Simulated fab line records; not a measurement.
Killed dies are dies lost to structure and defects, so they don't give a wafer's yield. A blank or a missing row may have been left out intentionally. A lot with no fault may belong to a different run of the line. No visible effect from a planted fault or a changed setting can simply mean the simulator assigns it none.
A struck lot beside a sound one	flow nand-harc	15 out of 1159 route steps
Sound: these wafers, L945.3, L945.4, L945.5. Struck: wafer L959.2 (left out: L959.1, L959.3 of the same lot, which were not struck); the cause appears at the end.
Order at every step that has rows: each side's tool, ch and its chambers, its first start. Under that, the readings that differ: sound wafers	struck wafers	difference of the means	sigmas: that difference in standard deviations of wafers without a fault.
alike: a reading whose means differ by less than 2 such deviations, as well as words and numbers matching on both sides. not compared: withheld readings; readings where some wafer has no value; bounds like >300 that might hide an equal value; numbers whose values overlap and for which the record gives no deviation.
Wherever a step has rows on one side only, a row that says differs or no value, or a row with sigmas, the two part there. When numbers do not overlap yet have no deviation, they are printed without sigmas and do not part them. A reading missing from all wafers of one side parts the sides only when that side holds two or more wafers.

first, 8 steps without rows for these wafers: NHARC_P_BONDPAD_HMDS_02 (time 30 s); NHARC_P_BONDPAD_COAT_36 (time 65 s); NHARC_P_BONDPAD_COAT_03 (resist thk 600 nm); NHARC_P_BONDPAD_SOFTBAKE_04 (time 70 s); NHARC_P_BONDPAD_EBR_05; NHARC_P_BONDPAD_EXPOSE_06 (exposes mask P BPAD); NHARC_P_BONDPAD_PEB_07 (peb time 80 s); NHARC_P_BONDPAD_DEVELOP_08 (time 50 s).
NHARC_P_BONDPAD_CD_MEAS_09: the cd target is 500 nm.
  sound on cd-sem-02 ch 0, day 6 11:02; struck on cd-sem-03 ch 0, day 9 17:46
  alike: cd-nm
NHARC_P_BONDPAD_OVL_MEAS_38:
  sound on overlay-01, day 6 11:07; struck on overlay-02, day 9 17:51
  alike: overlay-x-nm, overlay-y-nm
then, 1 step without rows for these wafers: NHARC_P_BONDPAD_HARDBAKE_10 (time 65 s).
NHARC_P_BONDPAD_DESCUM_11: chemistry O2, time 3 s.
  sound on rie-diel-06 ch 1,2, day 6 11:14; struck on rie-diel-06 ch 0, day 9 17:59
  alike: drypump-motor-current-A, oes-product-au, rf-vpp-V, showerhead-plenum-p-Torr, throttle-valve-pct
  not compared: rf-hours-counter-h
NHARC_P_BONDPAD_ETCH_37: etches the open film in N2/H2, target depth 60 nm, overetch 18 nm, time 65.91 s.
  sound on rie-diel-06 ch 1,3, day 6 11:19; struck on rie-diel-06 ch 0, day 9 18:05
reading	sound	struck	difference	sigmas
oes-product-au (a.u.)	1.006 1.010 1.016	0.861	-0.150	-20
throttle-valve-pct (%)	14.173 14.165 14.177	14.191	+0.019	+2
  alike: drypump-motor-current-A, h2-flow-sccm, rf-vpp-V, showerhead-plenum-p-Torr
  not compared: rf-hours-counter-h
NHARC_P_BONDPAD_ETCH_12: etches the open film in CHF3/O2, target depth 200 nm, time 100 s.
  sound on rie-diel-06 ch 2,3; struck on rie-diel-06 ch 0
reading	sound	struck	difference	sigmas
oes-product-au (a.u.)	0.991 0.971 0.984	0.914	-0.068	-3
  alike: drypump-motor-current-A, rf-vpp-V, showerhead-plenum-p-Torr, throttle-valve-pct
  not compared: rf-hours-counter-h
-- break in the record here, with 13 days between the starts of the struck wafers on either side (left off in module P_BONDPAD, picked up again in module END, where the first step shown is number 1159 on the route) --
NHARC_END_SORT_01:
  at this point the record logs the struck wafers (prober-02 ch 0, day 22 09:44) and has no rows for the sound ones

WHERE THEY PART
First at NHARC_P_BONDPAD_ETCH_37; last, within this record, at NHARC_END_SORT_01.

WHY: the cause the simulator had injected
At NHARC_P_BONDPAD_ETCH_37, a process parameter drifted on rie-diel-06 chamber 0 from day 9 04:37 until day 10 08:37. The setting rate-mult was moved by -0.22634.
